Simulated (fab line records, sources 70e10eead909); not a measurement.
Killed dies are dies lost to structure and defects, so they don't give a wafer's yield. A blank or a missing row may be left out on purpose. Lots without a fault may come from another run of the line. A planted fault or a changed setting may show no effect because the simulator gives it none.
fab line records | flow nand_harc
record lots=15 wafers=45 last_day=24
route steps=1159 shown A_CONTACT@882
lots that met no fault: from a run of the same line without faults
start_h: hours from the record's first day to the start of the lot's first wafer shown | wait_h: hours since the lot's step before | " the same as in the row above | L1.1+2: a row that stands for several wafers | - no value, or no start given | * or withheld: withheld | < > ~ a bound
route shown NAME@n: a module of which the file shows steps, and the number in the route of the first | usual: mean/standard deviation of fault-free wafers | same: alike in all rows | chamber/n: place in a boat | sites: the reading at each site | _std_site: their standard deviation | _edge_site: outer sites' mean less inner sites' | radius_mm: how far each site lies from the wafer's centre | mask NAME#n: copy n | behind: the tool/chamber that last shaped the wafer | hold: why the lot was held/for how many hours/how that ended | device: the transistor (n, p or np) that didn't switch | end of line: the same wafers' tests at the end of the route | a step without rows: its recipe alone | killed: dies lost to structure and defects at the first sort, not the wafer's yield | map: a wafer's dies, x killed, . not, _ none there
set.NAME: the setting as run; set.NAME@STEP: as run at that earlier step | model.NAME: the simulator's own value behind a step, which no gauge read
steps of the route over a sample of lots; a table a step, a row a wafer
services: from which hour (start_h, from the record's first day; less than 0 if before it) a tool's chamber was out of use, for how many hours, and why
## steps
# step NHARC_A_CONTACT_STRIP_55
# recipe o2_flow_sccm=500 ar_flow_sccm=0 bias_w=0 chemistry=O2
# usual drypump_motor_current_A=6.0/0.38 mfc_ar_sccm=0.005/0.0075 oes_product_au=1.002/0.012 rf_vpp_V=57.6/0.77 showerhead_plenum_p_Torr=3.43/0.091 throttle_valve_pct=17.037/0.01
# columns lot.wafer tool chamber start_h wait_h drypump_motor_current_A mfc_ar_sccm oes_product_au rf_hours_counter_h rf_vpp_V showerhead_plenum_p_Torr throttle_valve_pct
L455.2 rie_diel-06 0 - - 6.0 0 1.017 25 57.3 3.43 17.050
L455.3 " 1 " " 5.7 0 1.006 25 57.2 3.48 17.026
L455.6 " 0 " " 6.0 0 1.019 - 57.8 3.43 17.044
L457.2 rie_diel-08 1 - - 5.9 0.020 1.005 22 56.9 3.40 17.030
L457.4 " 2 " " 6.5 0.003 1.005 22 58.0 3.57 17.030
L457.5 " 0 " " 6.3 0.004 0.989 - 56.6 3.32 17.032
L456.2 rie_diel-03 3 - - 5.3 0.013 1.025 54 58.4 3.44 17.041
L456.3 " 2 " " 5.5 0 0.996 55 57.6 3.33 17.031
L456.4 " 3 " " 5.3 0.013 1.008 - 58.4 3.44 17.047
L459.1 rie_diel-08 1 - - 5.9 0.020 1.011 28 57.0 3.40 17.039
L459.2 " 2 " " 6.5 0.003 1.005 30 57.8 3.57 17.027
L459.5 " 0 " " 6.3 0.004 0.999 - 57.4 3.32 17.046
L465.4 rie_diel-06 2 - - 6.5 0 0.991 2 57.7 3.47 17.042
L465.2 " 0 " " 6.0 0 1.013 2 56.0 3.42 17.041
L465.5 " 2 " " 6.6 0 0.997 - 59.2 3.47 17.049
L463.3 rie_diel-06 1 - - 5.7 0 1.026 3 57.1 3.48 17.032
L463.2 " 0 " " 5.9 0 1.015 3 58.5 3.42 17.036
L463.6 " 2 " " 6.5 0 0.997 - 57.3 3.47 17.037
L466.2 rie_diel-06 1 - - 5.7 0 1.025 4 58.4 3.48 17.037
L466.5 " 0 " " 5.9 0 1.011 - 58.0 3.42 17.047
L466.6 " 1 " " 5.7 0 1.033 - 56.2 3.48 17.047
L469.2 rie_diel-06 3 - - 5.6 0.018 1.003 7 58.0 3.58 17.019
L469.4 " 0 " " 6.0 0 1.017 - 56.9 3.42 17.041
L469.6 " 2 " " 6.5 0 0.998 - 57.4 3.47 17.047
L470.1 rie_diel-08 3 - - 5.6 0 0.989 51 58.5 3.40 17.030
L470.3 " 0 " " 6.2 0.004 0.993 53 57.3 3.30 17.033
L470.5 " 0 " " 6.2 0.004 0.987 - 58.8 3.30 17.037
L471.2 rie_diel-08 3 - - 5.6 0 0.985 57 58.1 3.40 17.043
L471.1 " 1 " " 5.9 0.020 0.998 59 57.7 3.38 17.031
L471.5 " 3 " " 5.6 0 0.994 - 58.3 3.40 17.017
L474.3 rie_diel-03 2 - - 5.6 0 0.997 28 57.5 3.32 17.048
L474.1 " 0 " " 6.5 0 1.011 30 57.6 3.28 17.038
L474.6 " 1 " " 6.0 0 1.005 - 57.0 3.36 17.036
L472.3 rie_diel-06 3 - - 5.7 0.018 1.005 12 58.3 3.58 17.033
L472.2 " 0 " " 5.9 0 1.012 12 58.8 3.41 17.039
L472.6 " 2 " " 6.6 0 1.004 - 57.5 3.47 17.026
L476.4 rie_diel-06 2 - - 6.5 0 0.997 14 59.0 3.46 17.040
L476.2 " 1 " " 5.7 0 1.026 13 57.4 3.47 17.041
L476.5 " 2 " " 6.6 0 0.989 - 56.8 3.46 17.030
L475.2 rie_diel-03 0 - - 6.5 0 1.005 35 59.2 3.28 17.048
L475.4 " 2 " " 5.6 0 1.001 34 57.4 3.31 17.041
L475.6 " 1 " " 6.0 0 1.004 - 57.6 3.36 17.032
L473.1 rie_diel-03 1 - - 6.0 0 1.013 38 57.3 3.36 17.038
L473.4 " 2 " " 5.6 0 1.001 36 57.8 3.31 17.041
L473.2 " 0 " " 6.5 0 1.007 37 55.8 3.28 17.028
# step NHARC_A_CONTACT_ETCH_126
# recipe source_w=withheld pressure_mtorr=20 bias_v=1200 time_s=155 target_depth_a=9560 ar_flow_sccm=withheld c4f8_flow_sccm=withheld o2_flow_sccm=withheld chemistry=C4F8/O2/Ar
# usual chamber_pressure_mTorr=19.999/0.018 oes_air_line_au=0.997/0.022
# columns lot.wafer tool chamber start_h wait_h chamber_pressure_mTorr oes_air_line_au rf_hours_counter_h
L455.2 har_cap_etch-03 0 376.70 0.1 20.005 1.013 83
L455.3 " 0 " " 20.000 1.001 -
L455.6 " 0 " " 20.013 1.019 -
L457.2 har_cap_etch-01 0 383.62 0.1 19.980 1.001 56
L457.4 " 0 " " 19.996 1.011 -
L457.5 " 0 " " 19.994 1.005 -
L456.2 har_cap_etch-02 0 391.94 0.1 20.009 1.001 13
L456.3 " 0 " " 19.997 0.977 -
L456.4 " 1 " " 20.006 1.014 -
L459.2 har_cap_etch-02 0 397.87 0.1 20.020 1.012 14
L459.1 " 1 " " 19.973 1.007 14
L459.5 " 0 " " 19.999 1.001 -
L465.2 har_cap_etch-02 0 444.22 0.1 - - -
L465.4 " 0 " " - - -
L465.5 " 1 " " - - -
L463.2 har_cap_etch-01 0 449.14 0.1 - - -
L463.3 " 1 " " - - -
L463.6 " 0 " " - - -
L466.2 har_cap_etch-02 1 455.04 0.1 - - -
L466.5 " 0 " " - - -
L466.6 " 1 " " - - -
L469.2 har_cap_etch-03 0 465.11 0.1 20.001 0.980 96
L469.4 " 1 " " 20.019 0.993 -
L469.6 " 1 " " 20.019 0.997 -
L470.1 har_cap_etch-02 1 468.30 0.1 20.029 0.987 27
L470.3 " 0 " " 20.023 1.005 -
L470.5 " 1 " " 20.001 0.978 -
L471.1 har_cap_etch-01 0 480.75 0.1 20.008 1.013 74
L471.2 " 1 " " 19.989 0.995 74
L471.5 " 1 " " 20.008 1.013 -
L474.1 har_cap_etch-03 0 492.07 0.1 20.000 1.001 100
L474.3 " 1 " " 19.969 1.008 -
L474.6 " 0 " " 20.004 0.988 -
L472.2 har_cap_etch-02 0 493.82 0.1 20.008 1.007 31
L472.3 " 1 " " 20.009 0.977 -
L472.6 " 0 " " 20.000 1.018 -
L476.2 har_cap_etch-02 1 499.00 0.1 19.992 0.940 32
L476.4 " 0 " " 20.005 0.964 -
L476.5 " 1 " " 19.965 1.004 -
L475.2 har_cap_etch-03 0 500.93 0.1 20.024 1.000 103
L475.4 " 1 " " 20.004 1.021 -
L475.6 " 1 " " 20.024 1.006 -
L473.2 har_cap_etch-02 0 504.68 0.1 19.998 1.006 34
L473.1 " 1 " " 19.962 0.998 34
L473.4 " 1 " " 19.978 0.967 -
# step NHARC_A_CONTACT_ETCH_127
# recipe source_w=withheld pressure_mtorr=20 bias_v=1200 time_s=155 target_depth_a=9560 ar_flow_sccm=withheld c4f8_flow_sccm=withheld o2_flow_sccm=withheld chemistry=C4F8/O2/Ar
# usual chamber_pressure_mTorr=20.000/0.019 oes_air_line_au=0.998/0.02
# columns lot.wafer tool chamber start_h wait_h chamber_pressure_mTorr oes_air_line_au rf_hours_counter_h
L455.2 har_cap_etch-03 0 376.84 0.1 20.007 1.009 83
L455.3 " 0 " " 20.011 1.013 -
L455.6 " 0 " " 19.999 1.005 -
L457.2 har_cap_etch-01 0 383.76 0.1 20.015 1.033 56
L457.4 " 0 " " 20.009 1.022 -
L457.5 " 0 " " 19.970 1.004 -
L456.2 har_cap_etch-02 0 392.09 0.1 20.013 1.019 13
L456.3 " 0 " " 20.003 1.016 -
L456.4 " 1 " " 20.001 1.020 -
L459.2 har_cap_etch-02 0 398.01 0.1 19.993 0.987 14
L459.1 " 1 " " 20.014 0.983 14
L459.5 " 0 " " 20.018 1.003 -
L465.2 har_cap_etch-02 0 444.36 0.1 19.970 1.013 21
L465.4 " 0 " " 19.996 0.988 -
L465.5 " 1 " " 19.979 1.000 -
L463.2 har_cap_etch-01 0 449.29 0.1 20.001 1.000 67
L463.3 " 1 " " 19.996 1.004 -
L463.6 " 0 " " 19.989 0.982 -
L466.2 har_cap_etch-02 1 455.19 0.1 19.999 0.995 23
L466.5 " 0 " " 19.977 0.994 -
L466.6 " 1 " " 19.992 1.019 -
L469.2 har_cap_etch-03 0 465.25 0.1 19.998 1.033 96
L469.4 " 1 " " 20.010 1.012 -
L469.6 " 1 " " 20.018 1.010 -
L470.1 har_cap_etch-02 1 468.44 0.1 20.034 0.981 27
L470.3 " 0 " " 20.018 0.979 -
L470.5 " 1 " " 20.010 0.983 -
L471.1 har_cap_etch-01 0 480.90 0.1 19.982 0.978 74
L471.2 " 1 " " 20.030 1.000 74
L471.5 " 1 " " 20.013 1.017 -
L474.1 har_cap_etch-03 0 492.21 0.1 20.039 1.038 100
L474.3 " 1 " " 20.027 0.969 -
L474.6 " 0 " " 19.980 1.056 -
L472.2 har_cap_etch-02 0 493.97 0.1 19.994 0.995 31
L472.3 " 1 " " 19.983 1.004 -
L472.6 " 0 " " 19.980 0.983 -
L476.2 har_cap_etch-02 1 499.15 0.1 20.001 0.997 32
L476.4 " 0 " " 20.005 0.996 -
L476.5 " 1 " " 20.007 0.980 -
L475.2 har_cap_etch-03 0 501.07 0.1 19.993 0.980 103
L475.4 " 1 " " 19.989 1.011 -
L475.6 " 1 " " 19.973 0.989 -
L473.2 har_cap_etch-02 0 504.82 0.1 19.990 0.973 34
L473.1 " 1 " " 19.989 0.996 34
L473.4 " 1 " " 19.965 0.972 -
# step NHARC_A_CONTACT_ETCH_132
# recipe source_w=withheld pressure_mtorr=20 bias_v=1200 time_s=156 target_depth_a=9580 ar_flow_sccm=withheld c4f8_flow_sccm=withheld o2_flow_sccm=withheld chemistry=C4F8/O2/Ar
# usual chamber_pressure_mTorr=20.000/0.017 oes_air_line_au=1.000/0.021
# columns lot.wafer tool chamber start_h wait_h chamber_pressure_mTorr oes_air_line_au rf_hours_counter_h
L455.2 har_cap_etch-03 0 377.55 0.1 20.015 0.978 83
L455.3 " 0 " " 19.995 1.001 -
L455.6 " 0 " " 20.003 0.996 -
L457.2 har_cap_etch-01 0 384.47 0.1 20.007 1.026 57
L457.4 " 0 " " 19.964 1.005 -
L457.5 " 0 " " 19.966 0.997 -
L456.2 har_cap_etch-02 0 392.80 0.1 20.025 1.011 13
L456.3 " 0 " " 20.006 1.030 -
L456.4 " 1 " " 19.995 1.031 -
L459.2 har_cap_etch-02 0 398.71 0.1 19.992 0.990 15
L459.1 " 1 " " 20.028 1.020 15
L459.5 " 0 " " 19.991 0.978 -
L465.2 har_cap_etch-02 0 445.07 0.1 20.002 1.032 21
L465.4 " 0 " " 20.002 0.999 -
L465.5 " 1 " " 19.987 0.977 -
L463.2 har_cap_etch-01 0 450.00 0.1 19.964 1.013 68
L463.3 " 1 " " 20.025 0.991 -
L463.6 " 0 " " 19.992 1.019 -
L466.2 har_cap_etch-02 1 455.90 0.1 19.980 0.997 24
L466.5 " 0 " " 20.019 1.010 -
L466.6 " 1 " " 20.007 0.984 -
L469.2 har_cap_etch-03 0 465.95 0.1 20.012 0.999 96
L469.4 " 1 " " 19.998 1.006 -
L469.6 " 1 " " 20.025 1.005 -
L470.1 har_cap_etch-02 1 469.15 0.1 20.007 0.988 27
L470.3 " 0 " " 19.986 0.988 -
L470.5 " 1 " " 20.017 0.991 -
L471.1 har_cap_etch-01 0 481.60 0.1 19.997 1.000 74
L471.2 " 1 " " 20.023 1.024 74
L471.5 " 1 " " 20.003 0.980 -
L474.1 har_cap_etch-03 0 492.92 0.1 20.031 0.968 101
L474.3 " 1 " " 20.012 1.040 -
L474.6 " 0 " " 20.009 0.989 -
L472.2 har_cap_etch-02 0 494.68 0.1 20.001 0.988 32
L472.3 " 1 " " 19.995 0.986 -
L472.6 " 0 " " 19.983 0.948 -
L476.2 har_cap_etch-02 1 499.85 0.1 19.999 1.021 33
L476.4 " 0 " " 19.992 0.956 -
L476.5 " 1 " " 19.999 1.019 -
L475.2 har_cap_etch-03 0 501.78 0.1 20.006 1.044 103
L475.4 " 1 " " 20.015 0.956 -
L475.6 " 1 " " 20.003 0.998 -
L473.2 har_cap_etch-02 0 505.53 0.1 19.982 0.968 34
L473.1 " 1 " " 19.981 0.970 34
L473.4 " 1 " " 20.032 0.961 -
## services
# columns tool chamber start_h hours kind
rie_diel-06 0 348.26 - clean
rie_diel-06 1 348.26 - clean
rie_diel-06 2 348.26 - clean
rie_diel-06 3 348.26 - clean
rie_diel-06 2 363.74 8.6 repair
rie_diel-06 0 372.78 - clean
rie_diel-06 1 372.78 - clean
rie_diel-06 2 372.78 - clean
rie_diel-06 3 372.78 - clean
rie_diel-06 2 372.95 7.0 repair
rie_diel-03 - 392.49 9.0 pm
rie_diel-06 0 397.28 - clean
rie_diel-06 1 397.28 - clean
rie_diel-06 2 397.28 - clean
rie_diel-06 3 397.28 - clean
rie_diel-08 3 412.25 7.3 repair
rie_diel-06 - 418.25 9.0 pm
rie_diel-06 0 418.25 9.0 vent_cycle
rie_diel-08 0 425.33 4.7 repair
rie_diel-03 2 435.96 5.0 repair
rie_diel-08 2 457.24 16.9 repair
rie_diel-08 - 478.95 9.0 pm
rie_diel-06 2 496.83 10.5 repair
rie_diel-08 0 501.98 4.2 repair
## key
first_sign step=NHARC_A_CONTACT_ETCH_126 reading=tool_record direction=missing
effect none on later readings
met_at NHARC_A_CONTACT_ETCH_126
struck_lots L463,L465,L466
later_rows_left_out L463.2,L463.3,L463.6,L465.2,L465.4,L465.5,L466.2,L466.5,L466.6
sort_left_out L463.2,L463.3,L463.6,L465.2,L465.4,L465.5,L466.2,L466.5,L466.6
tester_left_out L463,L465,L466
not_acting_at NHARC_A_CONTACT_STRIP_55,NHARC_A_CONTACT_ETCH_127,NHARC_A_CONTACT_ETCH_132
onset_between 397.87 444.22
fault kind=skipped_step_whole tool=har_cap_etch-01,har_cap_etch-02 chamber=- onset_h=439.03 steps=NHARC_A_CONTACT_ETCH_126 scope=struck_lots_only
# tester_left_out: of these lots the tester's yield and bins aren't shown, on N5 and GAA mostly nor the transistor test; their killed dies are dies lost to structure and defects alone, not to doping, threshold or leakage, so they don't give the yield
# sort_left_out: the simulated sort isn't trusted on such a fault, so these wafers' sort isn't shown, and their yield isn't known
# later_rows_left_out: the simulator's readings of these wafers behind a module that went badly wrong aren't trusted and aren't shown, but for the sort
